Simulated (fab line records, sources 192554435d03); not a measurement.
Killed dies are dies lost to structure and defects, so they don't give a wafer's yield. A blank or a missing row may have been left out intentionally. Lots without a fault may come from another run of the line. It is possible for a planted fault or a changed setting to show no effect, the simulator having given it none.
fab line records	flow n5Finfet
[record] lots = 10	wafers = 30	lastDay = 19
route steps=1938 shown BEOL_M12@1656 BEOL_M13@1659 PASSIVATION@1936
lots that met no fault: from a run of the same line without faults
startH: hours from the record's opening day to when the first of the lot's shown wafers began	waitH: time in hours since the lot's previous step	" repeats the value in the row above	L1.1+2: a single row standing in for several wafers	- no value, or no start given	* or withheld: withheld	< > ~ a bound
route shown NAME@n: NAME is a module with steps in the file, n the number in the route of the first one	usual: the fault-free wafers' mean and standard deviation	same: alike in all rows	chamber/n: place in a boat	sites: each site's reading	_std_site: the values' standard deviation	_edge_site: inner sites' mean taken away from outer sites' mean	radiusMm: how far each site lies from the wafer's centre	mask NAME#n: copy n	behind: the most recent tool/chamber to have shaped the wafer	hold: the reason the lot was held/the length of the hold in hours/how it ended	device: the n, p or np transistor that did not switch	end of line: tests run on the same wafers once the route is complete	a step given without rows: its recipe and nothing more	killed: dies lost to structure and defects at the first sort, not the wafer's yield	map: shows each die of a wafer: x if killed, . if not, _ if none is there
set.NAME: the setting the step ran with; set.NAME@STEP: the setting that earlier step ran with	model.NAME: the simulator's own value behind a step, which no gauge read
one table for each step of the route and one row for each wafer, over a sample of lots
services: the hour from which a tool's chamber was out of use, counted from the record's first day as startH (under 0 if before that day), plus the number of hours and why
[[steps]]
[step N5_BEOL_M12_DEP_53]
[recipe] material = SiCN	targetThkA = 300	tempC = withheld	precursor = 3MS/NH3	pressureTorr = 3	rfW = 675	timeS = 10.5
[usual] rfFwdPowerW = 667.0/2.8	showerheadPlenumPTorr = 4.159/0.022	throttleValvePct = 17.8/0.83
[same] timeS = 10.5
lot.wafer	tool	chamber	startH	waitH	rfFwdPowerW	showerheadPlenumPTorr	throttleValvePct
L723.1	pecvd-03	1	260.60	0.0	659.4	4.176	18.1
L723.4	"	0	"	"	666.8	4.151	18.4
L723.6	"	2	"	"	668.7	4.155	17.0
L726.4	pecvd-03	0	316.75	0.0	665.5	4.136	18.6
L726.5	"	2	"	"	663.1	4.174	17.0
L726.6	"	1	"	"	664.2	4.154	18.3
L731.1	pecvd-02	2	355.54	0.0	664.2	4.192	17.8
L731.3	"	0	"	"	666.1	4.112	18.1
L731.4	"	0	"	"	667.5	4.113	18.1
L732.2	pecvd-03	2	363.21	0.0	666.3	4.171	17.0
L732.3	"	0	"	"	669.1	4.144	18.4
L732.6	"	0	"	"	665.2	4.151	18.6
L733.1	pecvd-03	0	376.35	0.0	665.6	4.147	18.6
L733.3	"	1	"	"	663.9	4.169	18.0
L733.4	"	1	"	"	665.1	4.169	18.3
L736.1	pecvd-02	0	376.71	0.0	666.8	4.117	18.2
L736.2	"	2	"	"	667.8	4.184	17.9
L736.5	"	2	"	"	667.3	4.201	17.9
L725.3	pecvd-02	2	383.20	0.0	664.5	4.189	17.7
L725.4	"	2	"	"	661.3	4.198	17.8
L725.6	"	0	"	"	668.5	4.111	18.0
L737.2	pecvd-01	0	412.16	0.0	671.3	4.138	17.8
L737.3	"	2	"	"	670.3	4.139	17.8
L737.6	"	2	"	"	669.6	4.157	17.6
L741.1	pecvd-01	1	412.43	0.0	669.4	4.161	16.2
L741.2	"	2	"	"	665.8	4.155	18.1
L741.4	"	1	"	"	665.9	4.163	15.9
L746.1	pecvd-03	2	425.84	0.0	666.9	4.162	17.2
L746.5	"	1	"	"	662.4	4.170	18.3
L746.6	"	2	"	"	666.3	4.177	17.0
[step N5_BEOL_M13_ILD_DEP_00]
[recipe] material = SiOC	targetThkA = 8379.2	tempC = 350	precursor = DEMS/O2	pressureTorr = 5	rfW = 500	timeS = 166.4
[usual] heaterPowerW = 506/65	rfFwdPowerW = 498.3/1.5	showerheadPlenumPTorr = 5.696/0.015	throttleValvePct = 12.0/0.68
[same] timeS = 166.4
lot.wafer	tool	chamber	startH	waitH	heaterPowerW	rfFwdPowerW	showerheadPlenumPTorr	throttleValvePct
L723.1	pecvd-01	1	260.73	0.0	558	498.6	5.695	10.8
L723.4	"	0	"	"	527	500.4	5.677	11.9
L723.6	"	1	"	"	568	498.5	5.699	10.8
L726.4	pecvd-03	0	316.92	0.1	523	497.6	5.678	12.1
L726.5	"	1	"	"	426	495.0	5.686	12.1
L726.6	"	2	"	"	388	497.7	5.692	11.3
L731.1	pecvd-03	0	355.67	0.0	470	499.3	5.699	11.9
L731.3	"	2	"	"	489	495.1	5.696	11.5
L731.4	"	1	"	"	557	498.0	5.693	12.1
L732.2	pecvd-01	1	363.33	0.0	517	500.8	5.683	10.7
L732.3	"	0	"	"	506	497.0	5.686	12.1
L732.6	"	1	"	"	551	501.1	5.682	10.8
L733.1	pecvd-01	2	376.48	0.0	457	497.2	5.677	11.7
L733.3	"	1	"	"	590	497.1	5.703	11.0
L733.4	"	0	"	"	469	498.6	5.661	12.0
L736.1	pecvd-01	0	376.84	0.0	487	498.8	5.692	12.1
L736.2	"	2	"	"	440	498.2	5.684	12.0
L736.5	"	1	"	"	537	500.5	5.695	10.6
L725.3	pecvd-03	1	383.32	0.0	449	498.2	5.705	12.0
L725.4	"	2	"	"	484	500.7	5.703	11.4
L725.6	"	0	"	"	415	497.3	5.695	12.6
L737.2	pecvd-03	1	412.29	0.0	516	497.0	5.708	12.3
L737.3	"	2	"	"	460	496.8	5.706	11.3
L737.6	"	2	"	"	480	495.9	5.686	11.0
L741.1	pecvd-04	1	412.66	0.0	616	497.6	5.710	13.4
L741.2	"	0	"	"	564	496.3	5.683	12.1
L741.4	"	0	"	"	610	498.6	5.671	11.8
L746.1	pecvd-03	1	425.96	0.0	520	495.6	5.706	11.9
L746.5	"	1	"	"	557	496.9	5.708	12.1
L746.6	"	0	"	"	426	498.2	5.669	12.3
[step N5_BEOL_M13_CD_MEAS_10]
[recipe] targetCdNm = 190	landingEnergyEv = 500	detector = seInlens	polarity = opening
[usual] cdNm = 190.5/1.3
lot.wafer	tool	chamber	startH	waitH	cdNm
L723.1	cdSem-03	0	261.18	-	191.0
L723.4	"	0	"	"	190.0
L723.6	"	0	"	"	189.7
L726.4	cdSem-03	0	317.32	-	190.7
L726.5	"	0	"	"	190.7
L726.6	"	0	"	"	189.3
L731.1	cdSem-03	0	356.12	-	190.1
L731.3	"	0	"	"	190.8
L731.4	"	0	"	"	190.0
L732.2	cdSem-02	0	363.91	-	189.3
L732.3	"	0	"	"	188.8
L732.6	"	0	"	"	187.3
L733.1	cdSem-03	0	376.93	-	189.9
L733.3	"	0	"	"	188.0
L733.4	"	0	"	"	189.5
L736.1	cdSem-03	0	377.29	-	189.3
L736.2	"	0	"	"	189.5
L736.5	"	0	"	"	189.6
L725.3	cdSem-01	0	383.91	-	189.7
L725.4	"	0	"	"	190.5
L725.6	"	0	"	"	190.4
L737.2	cdSem-02	0	412.74	-	191.3
L737.3	"	0	"	"	191.0
L737.6	"	0	"	"	192.4
L741.1	cdSem-02	0	413.11	-	189.6
L741.2	"	0	"	"	189.8
L741.4	"	0	"	"	191.1
L746.1	cdSem-02	0	426.54	-	190.3
L746.5	"	0	"	"	190.8
L746.6	"	0	"	"	191.1
[step N5_BEOL_M13_INSPECT_12]
[recipe] mode = adi	inspectInstrument = macro
[usual] rawDefectCount = 2.3/1.5
lot.wafer	tool	chamber	startH	waitH	rawDefectCount
L723.1	defectInspect-01	-	261.24	0.0	3
L723.4	"	-	"	"	5
L723.6	"	-	"	"	2
L726.4	defectInspect-02	-	317.37	0.0	2
L726.5	"	-	"	"	1
L726.6	"	-	"	"	2
L731.1	defectInspect-01	-	356.18	0.0	1
L731.3	"	-	"	"	3
L731.4	"	-	"	"	0
L732.2	defectInspect-02	-	364.24	0.3	2
L732.3	"	-	"	"	4
L732.6	"	-	"	"	2
L733.1	defectInspect-02	-	376.99	0.0	243
L733.3	"	-	"	"	1
L733.4	"	-	"	"	2
L736.1	defectInspect-02	-	377.34	0.0	1
L736.2	"	-	"	"	230
L736.5	"	-	"	"	6
L725.3	defectInspect-02	-	383.96	0.0	1
L725.4	"	-	"	"	5
L725.6	"	-	"	"	2
L737.2	defectInspect-02	-	412.80	0.0	1
L737.3	"	-	"	"	0
L737.6	"	-	"	"	2
L741.1	defectInspect-02	-	413.16	0.0	0
L741.2	"	-	"	"	3
L741.4	"	-	"	"	5
L746.1	defectInspect-01	-	426.60	0.0	5
L746.5	"	-	"	"	1
L746.6	"	-	"	"	3
[step N5_BEOL_M13_VIA_ETCH_16]
[recipe] chemistry = C4F8/O2/Ar	target = SiOC	pressureMtorr = 30	sourceW = 3000	biasW = 700	Ar_flow_sccm = 400	C4F8_flow_sccm = 15	O2_flow_sccm = 8	heInnerTorr = 15	heOuterTorr = 30	targetDepthA = 9217	timeS = withheld	ionEnergyEv = 250	ends = cleared
[usual] drypumpMotorCurrentA = 5.5/0.39	oesProductAu = 0.73/0.097	rfFwdPowerW = 2994/9.1	rfVppV = 664/3.5	showerheadPlenumPTorr = 3.39/0.13	throttleValvePct = 24.16/0.25
lot.wafer	tool	chamber	startH	waitH	drypumpMotorCurrentA	oesProductAu	rfFwdPowerW	rfVppV	showerheadPlenumPTorr	throttleValvePct
L723.1	rieDiel-04	0	261.41	0.0	5.8	0.82	2993	663	3.36	24.01
L723.4	"	3	"	"	5.7	0.61	2978	665	3.34	24.24
L723.6	"	1	"	"	6.3	0.62	3002	660	3.26	24.50
L726.4	rieDiel-06	3	317.49	0.0	5.3	0.64	2981	660	3.26	24.58
L726.5	"	3	"	"	5.3	0.64	2987	660	3.26	24.57
L726.6	"	2	"	"	5.2	0.62	2987	666	3.50	24.25
L731.1	rieDiel-04	3	356.30	0.0	5.6	0.85	2984	664	3.33	23.90
L731.3	"	1	"	"	6.3	0.81	2998	671	3.65	24.21
L731.4	"	2	"	"	5.3	0.61	2996	669	3.54	24.41
L732.2	rieDiel-06	3	364.36	0.0	5.4	0.63	3004	660	3.25	24.61
L732.3	"	1	"	"	5.7	0.90	2994	672	3.67	23.94
L732.6	"	3	"	"	5.4	0.63	3002	661	3.25	24.57
L733.1	rieDiel-02	2	377.11	0.0	5.5	0.86	2987	664	3.36	23.85
L733.3	"	1	"	"	6.0	0.62	2977	661	3.24	23.87
L733.4	"	0	"	"	5.4	0.81	2990	668	3.47	24.08
L736.1	rieDiel-04	2	377.47	0.0	5.2	0.62	2992	668	3.53	24.42
L736.2	"	1	"	"	6.3	0.80	2991	672	3.64	24.21
L736.5	"	0	"	"	5.8	0.75	2998	663	3.34	24.04
L725.3	rieDiel-04	2	384.16	0.0	5.2	0.61	2984	668	3.53	24.44
L725.4	"	0	"	"	5.8	0.75	2984	663	3.34	24.03
L725.6	"	1	"	"	6.3	0.79	2993	670	3.64	24.21
L737.2	rieDiel-06	2	412.92	0.0	5.3	0.82	2979	668	3.49	23.97
L737.3	"	0	"	"	4.9	0.71	2994	662	3.31	24.03
L737.6	"	3	"	"	5.4	0.62	2976	660	3.24	24.62
L741.1	rieDiel-06	3	413.29	0.0	5.4	0.61	2992	660	3.24	24.62
L741.2	"	2	"	"	5.2	0.83	3003	668	3.49	23.98
L741.4	"	3	"	"	5.4	0.62	2988	661	3.24	24.63
L746.1	rieDiel-04	1	426.72	0.0	6.3	0.78	2982	672	3.63	24.23
L746.5	"	2	"	"	5.2	0.61	2991	669	3.52	24.43
L746.6	"	3	"	"	5.6	0.81	2991	662	3.31	23.94
[step N5_BEOL_M13_INSPECT_30]
[recipe] mode = adi	inspectInstrument = macro
[usual] rawDefectCount = 2.2/1.7
lot.wafer	tool	chamber	startH	waitH	rawDefectCount
L723.1	defectInspect-01	-	262.24	0.0	2
L723.4	"	-	"	"	1
L723.6	"	-	"	"	3
L726.4	defectInspect-02	-	318.44	0.0	1
L726.5	"	-	"	"	3
L726.6	"	-	"	"	1
L731.1	defectInspect-02	-	357.25	0.0	5
L731.3	"	-	"	"	1
L731.4	"	-	"	"	3
L732.2	defectInspect-02	-	365.19	0.0	3
L732.3	"	-	"	"	0
L732.6	"	-	"	"	1
L733.1	defectInspect-02	-	378.06	0.0	240
L733.3	"	-	"	"	1
L733.4	"	-	"	"	1
L736.1	defectInspect-02	-	378.29	0.0	1
L736.2	"	-	"	"	225
L736.5	"	-	"	"	0
L725.3	defectInspect-02	-	385.15	0.0	5
L725.4	"	-	"	"	2
L725.6	"	-	"	"	0
L737.2	defectInspect-02	-	413.87	0.0	5
L737.3	"	-	"	"	2
L737.6	"	-	"	"	3
L741.1	defectInspect-02	-	414.23	0.0	2
L741.2	"	-	"	"	5
L741.4	"	-	"	"	4
L746.1	defectInspect-02	-	427.59	0.0	1
L746.5	"	-	"	"	1
L746.6	"	-	"	"	0
[step N5_PASSIVATION_PROBE_49]
[usual] defectLimitedYield = 90.9/1.4	killed_at_M0_to_M3 = 38/11	killed_at_M4_up = 13/5.9	killedAtContacts = 14/6.4	killedAtFrontEnd = 38/11	killedAtOther = 3.3/2.5	killedDies = 107/16	killedOpen = 70/12	killedShort = 35/7.7	sort_bin_5_function = 5.3/0.94	sort_bin_6_memory = 3.5/0.7	sort_bin_8_speed = 0.00/0.007	sortNPass = 1073/16	sortYieldPct = 90.9/1.4
[same] grossDies = 1180	killedAtBackSide = 0	sort_bin_4_leakage[%] = 0
lot.wafer	tool	chamber	startH	waitH	defectLimitedYield[%]	killed_at_M0_to_M3	killed_at_M4_up	killedAtContacts	killedAtFrontEnd	killedAtOther	killedDies	killedOpen	killedShort	sort_bin_5_function[%]	sort_bin_6_memory[%]	sort_bin_8_speed[%]	sortNPass	sortYieldPct[%]
L732.6	prober-02	-	396.05	0.3	89.7	38	28	15	37	4	122	91	31	5.5	4.6	0	1058	89.7
L733.1	prober-02	-	406.66	0.0	83.7	35	102	8	37	10	192	53	48	10.3	4.7	0	988	83.7
L733.3	prober-02	-	406.76	0.1	91.8	39	8	8	40	2	97	65	31	5.0	3.1	0	1083	91.8
L733.4	prober-02	-	406.81	0.2	90.7	41	9	12	46	2	110	69	39	5.3	3.6	0	1070	90.7
L736.1	prober-02	-	414.64	0.0	93.0	28	7	10	37	1	83	57	26	4.7	2.1	0	1097	93.0
L736.2	prober-02	-	414.69	0.1	82.7	22	101	22	58	1	204	91	26	10.4	5.7	0	976	82.7
L736.5	prober-02	-	414.84	0.2	91.8	24	10	12	49	2	97	59	38	4.6	3.6	0	1083	91.8
L725.3	prober-02	-	418.45	0.1	89.9	35	12	21	39	12	119	76	43	6.0	3.7	0	1061	89.9
L725.4	prober-02	-	418.50	0.2	91.6	40	9	18	28	4	99	67	32	5.1	3.1	0	1081	91.6
L725.6	prober-02	-	418.60	0.3	91.6	19	13	14	48	5	99	67	32	4.7	3.2	0	1081	91.6
L737.2	prober-02	-	449.86	0.1	91.0	54	12	12	26	2	106	74	31	4.5	4.2	0	1074	91.0
L737.3	prober-02	-	449.91	0.1	89.9	58	8	13	39	1	119	87	32	6.0	3.8	0	1061	89.9
L737.6	prober-02	-	450.06	0.3	90.0	42	10	23	42	1	118	68	50	6.2	3.4	0	1062	90.0
L741.1	prober-02	-	461.48	0.0	88.7	60	16	6	48	3	133	75	55	7.0	3.9	0	1047	88.7
L741.2	prober-02	-	461.53	0.1	89.5	54	5	11	51	3	124	81	42	6.2	4.0	0	1056	89.5
L741.4	prober-02	-	461.63	0.2	88.9	43	14	17	51	6	131	86	45	5.8	4.8	0	1049	88.9
// killed by level:class
L732.6 BEOL_M4:geometricParticle:open=18 BEOL_M0_SAQP:geometricParticle:open=14 MOL_CONTACT_COAG:geometricParticle:open=11 FIN_SAQP:geometricParticle:open=9 BEOL_M0_SAQP:geometricParticle:short=8 FIN_SAQP:geometricParticle:short=7 DUMMY_GATE:geometricParticle:open=6 BEOL_M5:geometricParticle:open=6
L733.1 BEOL_M13:unspecified=91 FIN_SAQP:geometricParticle:short=9 MOL_CONTACT_COAG:geometricParticle:open=7 MIM_TOP_ETCH:geometricParticle:short=6 FIN_SAQP:geometricParticle:open=5 DUMMY_GATE:geometricParticle:open=5 GATE_CUT:geometricParticle:short=5 BEOL_M0_SAQP:geometricParticle:open=5
L733.3 BEOL_M0_SAQP:geometricParticle:open=9 BEOL_M1:geometricParticle:open=9 FIN_SAQP:geometricParticle:open=8 DUMMY_GATE:geometricParticle:open=7 BEOL_M0_SAQP:geometricParticle:short=7 MOL_CONTACT_COAG:geometricParticle:open=6 BEOL_M3:geometricParticle:open=6 STARTING-WAFER:geometricParticle:short=5
L733.4 STI_FIN_REVEAL:geometricParticle:open=16 BEOL_M3:geometricParticle:open=14 MOL_CONTACT_COAG:geometricParticle:open=8 FIN_SAQP:geometricParticle:short=7 FIN_SAQP:geometricParticle:open=5 GATE_CUT:geometricParticle:short=5 BEOL_M0:geometricParticle:open=5 BEOL_M3:geometricParticle:short=5
L736.1 BEOL_M0_SAQP:geometricParticle:open=10 STI_FIN_REVEAL:geometricParticle:open=9 FIN_SAQP:geometricParticle:short=7 BEOL_M0_SAQP:geometricParticle:short=7 MOL_CONTACT_COAG:geometricParticle:open=7 GATE_CUT:geometricParticle:open=6 BEOL_M1:geometricParticle:open=5 FIN_SAQP:geometricParticle:open=4
L736.2 BEOL_M13:unspecified=85 MOL_CONTACT_COAG:geometricParticle:open=20 STI_FIN_REVEAL:geometricParticle:open=18 DUMMY_GATE:geometricParticle:open=9 FIN_SAQP:geometricParticle:open=8 FIN_SAQP:geometricParticle:short=6 BEOL_M3:geometricParticle:open=5 BEOL_M0_SAQP:geometricParticle:open=4
L736.5 STI_FIN_REVEAL:geometricParticle:open=12 FIN_SAQP:geometricParticle:short=10 MOL_CONTACT_COAG:geometricParticle:open=8 BEOL_M2:geometricParticle:open=7 GATE_CUT:geometricParticle:short=6 BEOL_M5:geometricParticle:open=6 FIN_SAQP:geometricParticle:open=5 BEOL_M0_SAQP:geometricParticle:open=4
L725.3 MOL_CONTACT_COAG:geometricParticle:open=17 FIN_SAQP:geometricParticle:open=13 BEOL_M0_SAQP:geometricParticle:short=8 BEOL_M2:geometricParticle:open=8 GATE_CUT:geometricParticle:short=6 BEOL_M0_SAQP:geometricParticle:open=6 BEOL_M1:geometricParticle:open=5 BEOL_M4:geometricParticle:open=5
L725.4 MOL_CONTACT_COAG:geometricParticle:open=16 BEOL_M2:geometricParticle:open=10 FIN_SAQP:geometricParticle:short=7 BEOL_M1:geometricParticle:open=7 BEOL_M0_SAQP:geometricParticle:open=7 FIN_SAQP:geometricParticle:open=6 BEOL_M2:geometricParticle:short=6 BEOL_M0_SAQP:geometricParticle:short=6
L725.6 FIN_SAQP:geometricParticle:open=13 FIN_SAQP:geometricParticle:short=11 MOL_CONTACT_COAG:geometricParticle:open=10 GATE_CUT:geometricParticle:short=8 BEOL_M2:geometricParticle:open=8 BEOL_M4:geometricParticle:open=5 STI_FIN_REVEAL:geometricParticle:open=4 MOL_CONTACT_COAG:geometricParticle:short=4
L737.2 BEOL_M2:geometricParticle:open=15 MOL_CONTACT_COAG:geometricParticle:open=9 BEOL_M0_SAQP:geometricParticle:open=8 BEOL_M0_SAQP:geometricParticle:short=7 BEOL_M2:geometricParticle:short=6 BEOL_M3:geometricParticle:open=6 STI_FIN_REVEAL:geometricParticle:open=5 BEOL_M1:geometricParticle:open=5
L737.3 BEOL_M2:geometricParticle:open=25 MOL_CONTACT_COAG:geometricParticle:open=11 BEOL_M0_SAQP:geometricParticle:open=9 BEOL_M2:geometricParticle:short=8 BEOL_M3:geometricParticle:open=7 FIN_SAQP:geometricParticle:open=6 DUMMY_GATE:geometricParticle:open=6 DUMMY_GATE:geometricParticle:short=5
L737.6 MOL_CONTACT_COAG:geometricParticle:open=14 FIN_SAQP:geometricParticle:short=12 BEOL_M0_SAQP:geometricParticle:short=12 MOL_CONTACT_COAG:geometricParticle:short=9 BEOL_M2:geometricParticle:open=8 FIN_SAQP:geometricParticle:open=6 BEOL_M3:geometricParticle:open=6 STI_FIN_REVEAL:geometricParticle:open=5
L741.1 FIN_SAQP:geometricParticle:short=21 BEOL_M1:geometricParticle:open=13 BEOL_M0_SAQP:geometricParticle:short=11 BEOL_M2:geometricParticle:open=11 FIN_SAQP:geometricParticle:open=10 BEOL_M4:geometricParticle:open=9 BEOL_M3:geometricParticle:open=8 BEOL_M1:geometricParticle:short=4
L741.2 FIN_SAQP:geometricParticle:open=18 FIN_SAQP:geometricParticle:short=12 MOL_CONTACT_COAG:geometricParticle:open=10 BEOL_M3:geometricParticle:open=10 STI_FIN_REVEAL:geometricParticle:open=8 BEOL_M1:geometricParticle:open=8 BEOL_M1:geometricParticle:short=8 BEOL_M2:geometricParticle:open=8
L741.4 FIN_SAQP:geometricParticle:open=19 FIN_SAQP:geometricParticle:short=15 BEOL_M1:geometricParticle:open=13 MOL_CONTACT_COAG:geometricParticle:open=12 BEOL_M2:geometricParticle:open=10 GATE_CUT:geometricParticle:open=5 MOL_CONTACT_COAG:geometricParticle:short=5 BEOL_M4:geometricParticle:open=5
[[services]]
tool	chamber	startH	hours	kind
rieDiel-04	3	236.60	5.9	repair
rieDiel-02	-	257.06	72.1	repair
pecvd-01	1	274.17	12.3	repair
pecvd-01	-	275.27	0.9	repair
pecvd-03	-	286.12	14.6	pm
pecvd-04	2	287.69	4.1	repair
pecvd-04	-	289.55	6.0	pm
rieDiel-04	3	294.15	6.5	repair
pecvd-02	-	298.59	3.4	repair
pecvd-01	1	305.00	2.1	scheduledDown
pecvd-02	-	326.95	0.6	repair
rieDiel-02	-	329.20	14.6	pm
pecvd-04	2	331.11	30.4	repair
rieDiel-06	3	331.95	2.6	repair
pecvd-02	-	335.57	2.8	pm
rieDiel-04	-	336.59	4.8	repair
rieDiel-06	-	338.02	0.6	repair
rieDiel-06	0	347.58	3.7	repair
pecvd-01	0	349.73	2.1	scheduledDown
rieDiel-06	-	354.64	4.3	pm
pecvd-01	2	389.29	2.1	scheduledDown
pecvd-03	1	405.28	5.5	scheduledDown
pecvd-02	-	415.73	1.4	repair
pecvd-01	1	420.08	4.5	repair
[[key]]
[firstSign] step = N5_BEOL_M13_INSPECT_12	reading = rawDefectCount	direction = up	sigmas = 99+	usual = 2.3	struck = 236.5
[effect] step = N5_BEOL_M13_INSPECT_30	reading = rawDefectCount	direction = up	sigmas = 99+	usual = 2.2	struck = 232.5
[effect] step = N5_PASSIVATION_PROBE_49	reading = killed_at_M4_up	direction = up	sigmas = 15	usual = 13	struck = 102
[moreKillsBornAt] N5_BEOL_M13_ILD_DEP_00@pecvd-01 = 176
metAt N5_BEOL_M13_ILD_DEP_00
struckLots L733,L736
struckWafers L733.1,L736.2
notActingAt N5_BEOL_M12_DEP_53,N5_BEOL_M13_CD_MEAS_10,N5_BEOL_M13_VIA_ETCH_16
[fault] kind = chamberParticleSource	tool = pecvd-01	chamber = 2	onsetH = 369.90	steps = N5_BEOL_M13_ILD_DEP_00	ratePerVisitCm2 = 0.38026	endH = 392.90
